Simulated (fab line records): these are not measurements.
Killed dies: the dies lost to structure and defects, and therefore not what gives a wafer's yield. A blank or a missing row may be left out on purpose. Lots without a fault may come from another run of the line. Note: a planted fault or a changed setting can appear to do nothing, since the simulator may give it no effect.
fab line records ; flow n5Finfet
record: lots: 9; wafers: 25; lastDay: 18
route steps=1938 shown HKMG_FIN@437 BEOL_M4@1111 PASSIVATION@1936
lots that met no fault: from a run of the same line without faults
startH: hours from the record's opening day to when the first of the lot's shown wafers began ; waitH: hours elapsed since this lot's preceding step ; " as in the row above ; L1.1+2: a row that stands for several wafers ; - no value, or no start given ; * or withheld: withheld ; < > ~ a bound
route shown NAME@n: names a module that has steps shown in the file, with the first one's number in the route ; usual: mean and standard deviation over wafers with no fault ; same: alike in all rows ; chamber/n: place in a boat ; sites: readings site by site ; _std_site: the standard deviation of these ; _edge_site: inner sites' mean taken away from outer sites' mean ; radiusMm: how far each site lies from the wafer's centre ; mask NAME#n: copy n ; behind: the last tool/chamber to shape the wafer ; hold: the reason the lot was held/the length of the hold in hours/how it ended ; device: names the non-switching transistor (n, p or np) ; end of line: at the end of the route, the tests of the same wafers ; a step with no rows: only its recipe ; killed: not the wafer's yield, but the dies lost to structure and defects at the first sort ; map: the dies of a wafer, with x for killed, . for not killed, _ for no die there
set.NAME: the setting the step ran with; set.NAME@STEP: the setting that earlier step ran with ; model.NAME: the simulator's own value behind a step, which no gauge read
the route's steps for a sample of lots (tables are steps, rows are wafers)
services: from which hour (startH, from the record's first day; less than 0 if before it) a tool's chamber was out of use, for how many hours, and why
== steps ==
step: N5_HKMG_FIN_STRIP_34
recipe: chemistry: CF4; resist: SiARC; powerW: 300; biasPowerW: 75; pressureMtorr: 50; cf4FlowSccm: 150; rfFrequencyHz: 6e+07
usual: drypumpMotorCurrentA: 5.9/0.43; oesProductAu: 0.80/0.083; powerW: 300.0/0.83; rfVppV: 271.3/1.8; showerheadPlenumPTorr: 1.80/0.068; throttleValvePct: 13.56/0.26
lot.wafer;tool;chamber;startH;waitH;drypumpMotorCurrentA;oesProductAu;powerW;rfHoursCounterH;rfVppV;showerheadPlenumPTorr;throttleValvePct
L960.1;rieDiel-02;2;80.35;0.0;6.0;0.81;300.4;87;272.2;1.88;13.36
L960.3;rieDiel-02;1;80.35;0.0;6.2;0.70;299.9;232;268.0;1.70;13.69
L960.5;rieDiel-02;2;80.35;0.0;6.0;0.81;299.9;-;273.7;1.88;13.37
L964.1;rieDiel-02;2;100.03;0.0;6.0;0.80;300.1;95;273.6;1.88;13.39
L964.3;rieDiel-02;1;100.03;0.0;6.2;0.68;299.6;240;269.1;1.69;13.70
L964.5;rieDiel-02;0;100.03;0.0;6.4;0.75;298.9;-;270.2;1.73;13.68
L965.1;rieDiel-02;3;106.72;0.0;6.4;0.93;300.4;14;271.3;1.82;13.36
L965.2;rieDiel-02;0;106.72;0.0;6.4;0.75;299.8;149;269.9;1.73;13.68
L965.6;rieDiel-02;2;106.72;0.0;6.0;0.80;298.7;-;272.7;1.88;13.40
L966.2;rieDiel-03;3;110.70;0.0;5.4;0.89;299.9;15;274.6;1.90;13.18
L966.3;rieDiel-03;1;110.70;0.0;5.9;0.89;301.1;26;270.7;1.84;13.74
L966.4;rieDiel-03;1;110.70;0.0;5.9;0.89;300.9;-;272.3;1.84;13.73
L977.2;rieDiel-02;1;183.69;0.0;6.2;0.92;300.8;8;273.2;1.90;13.17
L977.3;rieDiel-02;0;183.69;0.0;6.4;0.72;299.9;184;269.3;1.72;13.76
L978.2;rieDiel-03;3;187.18;0.0;5.4;0.84;300.2;48;274.2;1.89;13.25
L978.4;rieDiel-03;2;187.18;0.0;5.1;0.71;300.6;202;270.9;1.77;13.62
L979.2;rieDiel-03;2;193.75;0.0;5.1;0.71;301.0;205;271.2;1.77;13.61
L979.3;rieDiel-03;1;193.75;0.0;5.9;0.83;300.8;62;271.8;1.83;13.84
L979.6;rieDiel-03;1;193.75;0.0;5.9;0.83;300.2;-;271.6;1.83;13.83
L980.3;rieDiel-02;2;201.16;0.0;6.0;0.76;301.0;143;272.1;1.87;13.50
L980.4;rieDiel-02;0;201.16;0.0;6.4;0.71;299.0;-;269.7;1.72;13.76
L980.5;rieDiel-02;2;201.16;0.0;6.0;0.76;301.1;-;272.2;1.86;13.50
L982.1;rieDiel-02;1;208.73;0.0;6.2;0.88;299.6;22;272.4;1.89;13.21
L982.4;rieDiel-02;3;208.73;0.0;6.4;0.87;300.0;49;271.1;1.81;13.43
L982.5;rieDiel-02;0;208.73;0.0;6.4;0.71;300.5;-;270.2;1.71;13.81
step: N5_HKMG_FIN_ETCH_35
recipe: chemistry: N2/H2; target: SOC; targetDepthA: 2158; ionEnergyEv: 65; biasW: 5; sourceW: 3000; timeS: 243.4; pressureMtorr: 30; n2FlowSccm: 200; h2FlowSccm: 200
usual: biasW: 4.998/0.015; drypumpMotorCurrentA: 5.9/0.43; h2FlowSccm: 200.1/0.6; oesProductAu: 0.81/0.092; rfVppV: 141.7/1.1; showerheadPlenumPTorr: 2.55/0.11; throttleValvePct: 17.85/0.22
lot.wafer;tool;chamber;startH;waitH;biasW;drypumpMotorCurrentA;h2FlowSccm;oesProductAu;rfHoursCounterH;rfVppV;showerheadPlenumPTorr;throttleValvePct
L960.1;rieDiel-02;2;80.37;0.0;5.014;6.0;200.7;0.85;87;142.0;2.67;17.61
L960.3;rieDiel-02;1;80.37;0.0;4.981;6.2;200.1;0.71;232;140.3;2.42;18.02
L960.5;rieDiel-02;2;80.37;0.0;5.024;6.0;200.4;0.85;-;144.6;2.67;17.62
L964.1;rieDiel-02;2;100.05;0.0;4.994;6.0;199.9;0.85;95;143.1;2.67;17.63
L964.3;rieDiel-02;1;100.05;0.0;5.011;6.2;200.1;0.70;240;140.8;2.41;18.04
L964.5;rieDiel-02;0;100.05;0.0;4.989;6.4;201.0;0.75;-;141.8;2.45;18.01
L965.1;rieDiel-02;3;106.74;0.0;4.994;6.4;198.3;0.94;14;143.6;2.62;17.89
L965.2;rieDiel-02;0;106.74;0.0;5.002;6.4;200.8;0.74;149;140.5;2.45;18.02
L965.6;rieDiel-02;2;106.74;0.0;5.003;6.0;200.7;0.84;-;142.8;2.67;17.63
L966.2;rieDiel-03;3;110.72;0.0;5.001;5.4;201.0;0.91;15;142.5;2.72;17.51
L966.3;rieDiel-03;1;110.72;0.0;4.979;5.9;200.2;0.87;26;142.3;2.58;17.83
L966.4;rieDiel-03;1;110.72;0.0;4.989;5.9;200.5;0.89;-;142.1;2.58;17.82
L977.2;rieDiel-02;1;183.71;0.0;5.003;6.2;200.6;0.93;8;142.4;2.72;17.62
L977.3;rieDiel-02;0;183.71;0.0;4.988;6.4;200.2;0.71;184;141.5;2.43;18.10
L978.2;rieDiel-03;3;187.20;0.0;5.012;5.5;200.2;0.84;48;142.6;2.70;17.60
L978.4;rieDiel-03;2;187.20;0.0;4.996;5.1;200.9;0.69;202;141.4;2.54;18.07
L979.2;rieDiel-03;2;193.77;0.0;4.975;5.1;200.3;0.70;205;141.6;2.54;18.07
L979.3;rieDiel-03;1;193.77;0.0;4.983;5.9;199.9;0.83;62;142.4;2.56;17.89
L979.6;rieDiel-03;1;193.77;0.0;4.993;5.9;199.6;0.83;-;142.2;2.56;17.88
L980.3;rieDiel-02;2;201.18;0.0;4.994;6.0;199.5;0.81;144;142.1;2.65;17.71
L980.4;rieDiel-02;0;201.18;0.0;5.007;6.4;200.3;0.71;-;140.6;2.43;18.12
L980.5;rieDiel-02;2;201.18;0.0;4.965;6.0;200.2;0.80;-;141.0;2.65;17.72
L982.1;rieDiel-02;1;208.75;0.0;4.991;6.2;200.5;0.89;22;142.7;2.72;17.64
L982.4;rieDiel-02;3;208.75;0.0;5.011;6.4;199.4;0.86;50;142.3;2.60;17.95
L982.5;rieDiel-02;0;208.75;0.0;5.009;6.4;201.0;0.70;-;142.4;2.43;18.11
step: N5_HKMG_FIN_STRIP_19
recipe: chemistry: N2/H2; powerW: 2500; tempC: 300; h2Frac: 0.65; timeS: 360; pressureMtorr: withheld; n2FlowSccm: 1750; h2FlowSccm: 3250
usual: drypumpMotorCurrentA: 5.5/0.45; h2FlowSccm: 3250/11; heaterPowerW: 495/17
lot.wafer;tool;chamber;startH;waitH;drypumpMotorCurrentA;h2FlowSccm;heaterPowerW;rfHoursCounterH
L960.1;plasmaAsher-02;1;80.67;0.0;6.1;3263;507;85
L960.3;plasmaAsher-02;0;80.67;0.0;5.3;3238;507;-
L960.5;plasmaAsher-02;1;80.67;0.0;6.1;3231;537;-
L964.1;plasmaAsher-01;1;100.35;0.0;5.8;3237;481;39
L964.3;plasmaAsher-01;0;100.35;0.0;4.9;3244;502;-
L964.5;plasmaAsher-01;1;100.35;0.0;5.8;3235;469;-
L965.1;plasmaAsher-02;1;107.04;0.0;6.1;3245;502;91
L965.2;plasmaAsher-02;0;107.04;0.0;5.2;3221;503;91
L965.6;plasmaAsher-02;1;107.04;0.0;6.2;3242;511;-
L966.2;plasmaAsher-02;0;111.02;0.0;5.3;3228;503;92
L966.3;plasmaAsher-02;0;111.02;0.0;5.3;3240;496;-
L966.4;plasmaAsher-02;1;111.02;0.0;6.1;3261;491;-
L977.2;plasmaAsher-01;0;184.00;0.0;5.0;3244;513;55
L977.3;plasmaAsher-01;1;184.00;0.0;5.8;3261;467;-
L978.2;plasmaAsher-01;0;187.50;0.0;5.0;3251;504;56
L978.4;plasmaAsher-01;1;187.50;0.0;5.8;3265;462;-
L979.2;plasmaAsher-01;0;194.07;0.0;4.9;3254;502;57
L979.3;plasmaAsher-01;0;194.07;0.0;5.0;3249;501;-
L979.6;plasmaAsher-01;1;194.07;0.0;5.8;3235;456;-
L980.3;plasmaAsher-02;1;201.59;0.1;6.1;3238;499;-
L980.4;plasmaAsher-02;0;201.59;0.1;5.2;3247;495;-
L980.5;plasmaAsher-02;1;201.59;0.1;6.1;3240;513;-
L982.1;plasmaAsher-01;1;209.04;0.0;5.8;3258;467;61
L982.4;plasmaAsher-01;0;209.04;0.0;5.0;3231;520;-
L982.5;plasmaAsher-01;1;209.04;0.0;5.8;3265;467;-
step: N5_HKMG_FIN_ALD_72
recipe: material: W; targetThkA: 20; tempC: 300; pressureTorr: 7.5; aldPrecursorFamily: WF6; aldCoReactant: B2H6; pulseTimeS: 1; purgeTimeS: 2; coReactantPurgeTimeS: 2; coReactantPulseTimeS: 3; aldCycles: 7
usual: aldCycles: 7/0; heaterPowerW: 504/38; precursorPulseHeightRel: 1.000/0.022; susceptorTempC: 299.96/0.19
lot.wafer;tool;chamber;startH;waitH;aldCycles;heaterPowerW;precursorPulseHeightRel;susceptorTempC
L960.1;cvdW-01;1;83.57;0.2;7;511;0.968;299.76
L960.3;cvdW-01;0;83.57;0.2;7;450;1.054;299.71
L960.5;cvdW-01;1;83.57;0.2;7;512;0.985;299.66
L964.1;cvdW-02;0;103.30;0.2;7;538;1.017;300.00
L964.3;cvdW-02;1;103.30;0.2;7;550;0.991;299.94
L964.5;cvdW-02;0;103.30;0.2;7;520;1.006;299.88
L965.1;cvdW-02;1;110.20;0.2;7;532;1.017;299.56
L965.2;cvdW-02;0;110.20;0.2;7;525;1.013;300.00
L965.6;cvdW-02;1;110.20;0.2;7;520;1.000;299.77
L966.2;cvdW-01;1;114.13;0.2;7;504;1.011;299.95
L966.3;cvdW-01;1;114.13;0.2;7;502;0.979;299.94
L966.4;cvdW-01;0;114.13;0.2;7;454;0.961;299.88
L977.2;cvdW-02;0;187.38;0.2;8;529;1.002;299.94
L977.3;cvdW-02;0;187.38;0.2;7;545;1.030;299.56
L978.2;cvdW-02;1;191.08;0.2;8;538;1.016;299.95
L978.4;cvdW-02;1;191.08;0.2;7;526;0.997;300.23
L979.2;cvdW-01;0;197.02;0.2;7;451;1.016;299.99
L979.3;cvdW-01;0;197.02;0.2;7;451;1.016;299.47
L979.6;cvdW-01;0;197.02;0.2;7;444;0.970;299.83
L980.3;cvdW-01;0;204.41;0.2;7;443;1.007;300.02
L980.4;cvdW-01;1;204.41;0.2;7;510;0.992;299.84
L980.5;cvdW-01;0;204.41;0.2;7;447;0.994;299.83
L982.1;cvdW-01;1;212.05;0.2;7;528;0.991;300.09
L982.4;cvdW-01;0;212.05;0.2;7;441;0.986;300.28
L982.5;cvdW-01;1;212.05;0.2;7;516;0.977;299.85
step: N5_BEOL_M4_RC_MEAS_101
usual: DIBL_N: 36.3/1.9; DIBL_P: 36.0/2.1; IOFF_N: 0.16/0.031; IOFF_P: 0.21/0.035; ION_N: 675/14; ION_P: 464/8.5; SS_N: 71.5/0.6; SS_P: 73.3/0.72; VT_N: 250/3.2; VT_P: -250/3.1
lot.wafer;tool;chamber;startH;waitH;DIBL_N[mV/V];DIBL_P[mV/V];IOFF_N[nA/um];IOFF_P[nA/um];ION_N[uA/um];ION_P[uA/um];SS_N[mV/dec];SS_P[mV/dec];VT_N[mV];VT_P[mV]
L960.1;prober-02;0;162.43;0.0;37.9;38.3;0.19;0.27;683;472;71.8;74.1;247;-245
L960.3;prober-02;0;162.43;0.0;38.2;39.7;0.21;0.31;705;484;71.7;74.4;245;-244
L960.5;prober-02;0;162.43;0.0;37.5;38.2;0.19;0.27;688;470;71.7;74.0;245;-246
L964.1;prober-02;0;186.04;0.0;36.8;36.4;0.15;0.20;654;452;72.1;73.0;254;-254
L964.3;prober-02;0;186.04;0.0;35.1;34.4;0.13;0.18;664;455;70.7;72.6;253;-253
L964.5;prober-02;0;186.04;0.0;34.9;34.6;0.13;0.18;668;459;71.4;73.1;253;-253
L965.1;prober-01;0;192.67;0.0;34.9;35.4;0.14;0.21;667;468;71.2;72.8;249;-248
L965.2;prober-01;0;192.67;0.0;33.6;34.7;0.13;0.20;671;470;71.3;72.7;250;-248
L965.6;prober-01;0;192.67;0.0;33.5;34.3;0.14;0.21;681;480;71.0;72.3;249;-247
L966.2;prober-02;0;198.42;0.2;39.9;40.2;0.22;0.26;692;471;72.2;75.1;247;-246
L966.3;prober-02;0;198.42;0.2;38.3;37.8;0.18;0.23;689;473;71.7;73.6;247;-246
L966.4;prober-02;0;198.42;0.2;37.1;35.9;0.17;0.21;701;477;71.5;74.6;246;-248
L980.3;prober-01;0;289.68;0.3;35.2;36.5;0.14;0.17;678;458;70.4;72.9;248;-257
L980.4;prober-01;0;289.68;0.3;35.7;36.8;0.16;0.18;681;457;71.7;73.2;248;-254
L980.5;prober-01;0;289.68;0.3;37.2;39.7;0.19;0.22;698;471;72.5;73.5;246;-250
L978.2;prober-02;0;307.71;0.2;37.5;35.8;0.16;0.21;694;471;71.5;74.1;249;-249
L978.4;prober-02;0;307.71;0.2;39.9;38.6;0.21;0.25;683;462;72.6;74.0;245;-247
L977.2;prober-01;0;313.56;0.2;36.9;34.5;0.15;0.19;673;456;71.2;73.6;249;-252
L977.3;prober-01;0;313.56;0.2;37.8;36.4;0.15;0.22;648;451;72.2;74.2;253;-252
L979.2;prober-01;0;321.02;0.2;36.4;36.4;0.18;0.21;668;460;72.1;73.0;249;-249
L979.3;prober-01;0;321.02;0.2;36.8;38.3;0.19;0.24;685;466;71.9;74.0;247;-248
L979.6;prober-01;0;321.02;0.2;36.2;37.6;0.18;0.25;681;469;71.6;74.3;246;-246
L982.1;prober-02;0;324.58;0.0;35.8;36.4;0.15;0.23;676;469;72.4;73.1;251;-249
L982.4;prober-02;0;324.58;0.0;34.3;34.6;0.13;0.19;673;465;71.7;72.1;253;-250
L982.5;prober-02;0;324.58;0.0;36.3;36.0;0.15;0.21;676;465;72.0;72.5;251;-249
step: N5_PASSIVATION_PROBE_49
usual: defectLimitedYield: 91.0/1.5; killed_at_M0_to_M3: 32/9.6; killed_at_M4_up: 13/4.7; killedAtContacts: 13/7.2; killedAtFrontEnd: 44/13; killedAtOther: 4/3.4; killedDies: 106/18; killedOpen: 70/13; killedShort: 35/8; sort_bin_5_function: 5.3/0.97; sort_bin_6_memory: 3.4/0.73; sortNPass: 1074/18; sortYieldPct: 91.0/1.5
same: grossDies: 1180; killedAtBackSide: 0; sort_bin_4_leakage[%]: 0; sort_bin_8_speed[%]: 0
lot.wafer;tool;chamber;startH;waitH;defectLimitedYield[%];killed_at_M0_to_M3;killed_at_M4_up;killedAtContacts;killedAtFrontEnd;killedAtOther;killedDies;killedOpen;killedShort;sort_bin_5_function[%];sort_bin_6_memory[%];sortNPass;sortYieldPct[%]
L966.2;prober-02;-;279.61;0.1;91.7;19;15;19;33;12;98;64;34;4.5;3.5;1082;91.7
L966.3;prober-02;-;279.66;0.1;91.3;21;14;12;47;9;103;67;35;4.3;4.1;1077;91.3
L966.4;prober-02;-;279.71;0.2;93.1;18;16;21;25;2;82;56;26;4.2;2.5;1098;93.1
killed by level:class
L966.2 MOL_CONTACT_COAG:geometricParticle:open=15 FIN_SAQP:geometricParticle:open=8 BEOL_M0_SAQP:geometricParticle:open=8 FIN_SAQP:geometricParticle:short=6 DUMMY_GATE:geometricParticle:open=6 BEOL_M4:geometricParticle:short=5 BEOL_M4:geometricParticle:open=5 MOL_CONTACT_COAG:geometricParticle:short=4
L966.3 STI_FIN_REVEAL:geometricParticle:open=10 MOL_CONTACT_COAG:geometricParticle:open=8 FIN_SAQP:geometricParticle:open=7 GATE_CUT:geometricParticle:short=5 GATE_CUT:geometricParticle:open=5 BEOL_M0_SAQP:geometricParticle:open=5 BEOL_M0_SAQP:geometricParticle:short=5 FIN_SAQP:geometricParticle:short=4
L966.4 MOL_CONTACT_COAG:geometricParticle:open=16 BEOL_M4:geometricParticle:open=9 FIN_SAQP:geometricParticle:open=6 BEOL_M4:geometricParticle:short=6 GATE_CUT:geometricParticle:open=6 MOL_CONTACT_COAG:geometricParticle:short=5 BEOL_M0:geometricParticle:open=4 STI_FIN_REVEAL:geometricParticle:open=3
== services ==
tool;chamber;startH;hours;kind
cvdW-01;0;66.46;11.5;repair
rieDiel-03;2;103.38;6.4;repair
rieDiel-03;0;107.48;11.9;repair
plasmaAsher-01;-;121.47;0.7;repair
plasmaAsher-01;-;129.22;2.8;pm
rieDiel-02;1;132.22;-;clean
rieDiel-02;1;132.22;-;consumableReplace:focusRing
rieDiel-02;1;132.22;-;consumableReplace:showerhead
rieDiel-02;1;132.22;12.2;scheduledDown
rieDiel-02;1;132.22;12.2;ventCycle
rieDiel-02;1;162.01;21.4;repair
rieDiel-02;3;179.16;26.0;repair
cvdW-02;-;184.94;1.7;repair
cvdW-01;1;191.69;9.3;repair
cvdW-02;0;199.00;2.3;repair
cvdW-01;-;204.53;2.5;repair
== key ==
firstSign: step: N5_HKMG_FIN_ALD_72; reading: aldCycles; direction: up; sigmas: 99+; usual: *; struck: *
effect none on later readings
metAt N5_HKMG_FIN_ALD_72
struckLots L977,L978
struckWafers L977.2,L978.2
notActingAt N5_HKMG_FIN_STRIP_34,N5_HKMG_FIN_ETCH_35,N5_HKMG_FIN_STRIP_19
onsetBetween 110.20 187.38
fault: kind: processParameterDrift; tool: cvdW-02; chamber: -; onsetH: 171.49; steps: N5_HKMG_FIN_ALD_72; channel: aldCycles; offset: *; shape: step; endH: 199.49; scope: struckWafersOnly; stated: *
